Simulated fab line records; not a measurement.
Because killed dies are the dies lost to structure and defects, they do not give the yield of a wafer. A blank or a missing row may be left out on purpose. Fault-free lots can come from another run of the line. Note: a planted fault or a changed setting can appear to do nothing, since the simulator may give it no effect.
One fault seen from 2 desks -- flow n5 finfet -- numbers are kept per desk, each desk with only its own; the story behind them comes last

THE TOOL OWNER'S DESK: lpcvd-01
The tool's own readings at N5_DUMMY_GATE_CVD_03 (deposits a-Si from SiH4, target thk 150 nm, time 8042 s): means of the sampled wafers that have a number, for each lot that ran on this tool. A lot is out of limits, marked OUT, if its mean lies more than 4 standard deviations from the usual mean; the brackets give that distance.
Columns: A = spike tc upper C at N5_DUMMY_GATE_CVD_03, usual 529.3 C; B = susceptor temp C at N5_DUMMY_GATE_CVD_03, usual 529.96 C; C = zone power top pct at N5_DUMMY_GATE_CVD_03, usual 17.2 %
lot,first seen here,A,B,C
L566,day 4 22:53,529.7,529.93,15.3
L567,day 5 03:14,530.3,529.76,19.1
L569,day 5 16:26,529.0,530.01,15.2
L570,day 5 20:37,530.9,529.97,19.3
Finding of this desk: none of the 4 lots has anything out of limits.

THE METROLOGY DESK
Means of the sampled wafers that have a number, per lot and without regard to the tool the lot ran on: this is what the gauges read. A lot is out of limits, marked OUT, if its mean lies more than 4 standard deviations from the usual mean; the brackets give that distance. 7 of its 10 readings are shown, namely those furthest out on some lot.
Columns: A = DIBL_N at N5_BEOL_M4_RC_MEAS_101, usual 36.4 mV/V; B = DIBL_P at N5_BEOL_M4_RC_MEAS_101, usual 35.9 mV/V; C = IOFF_N at N5_BEOL_M4_RC_MEAS_101, usual 0.152 nA/um; D = IOFF_P at N5_BEOL_M4_RC_MEAS_101, usual 0.20 nA/um; E = ION_N at N5_BEOL_M4_RC_MEAS_101, usual 670 uA/um; F = ION_P at N5_BEOL_M4_RC_MEAS_101, usual 459 uA/um; G = VT_P at N5_BEOL_M4_RC_MEAS_101, usual -252 mV
lot,first seen here,A,B,C,D,E,F,G
L557,day 8 00:49,36.6,36.2,0.149,0.23,673,468,-247
L558,day 8 03:50,37.0,35.5,0.156,0.21,667,459,-250
L559,day 8 05:18,39.1,37.5,0.196,0.25,686,470,-247
L560,day 8 22:53,38.6,37.2,0.171,0.24,675,463,-251
L561,day 9 05:32,35.9,35.9,0.156,0.20,682,462,-250
L566,day 10 12:04,38.2,39.1,0.190,0.21,681,461,-253
L567,day 10 16:03,37.5,37.2,0.177,0.22,685,468,-250
L570,day 11 01:50,36.5,36.7,0.149,0.20,672,462,-251
L569,day 11 09:44,35.9,34.9,0.149,0.19,676,464,-251
Finding of this desk: none of the 9 lots has anything out of limits.

ALL TOGETHER
The desk of the tool owner found nothing out of limits.
Nothing out of limits was seen by the metrology desk.

WHAT THE SIMULATOR PUT IN
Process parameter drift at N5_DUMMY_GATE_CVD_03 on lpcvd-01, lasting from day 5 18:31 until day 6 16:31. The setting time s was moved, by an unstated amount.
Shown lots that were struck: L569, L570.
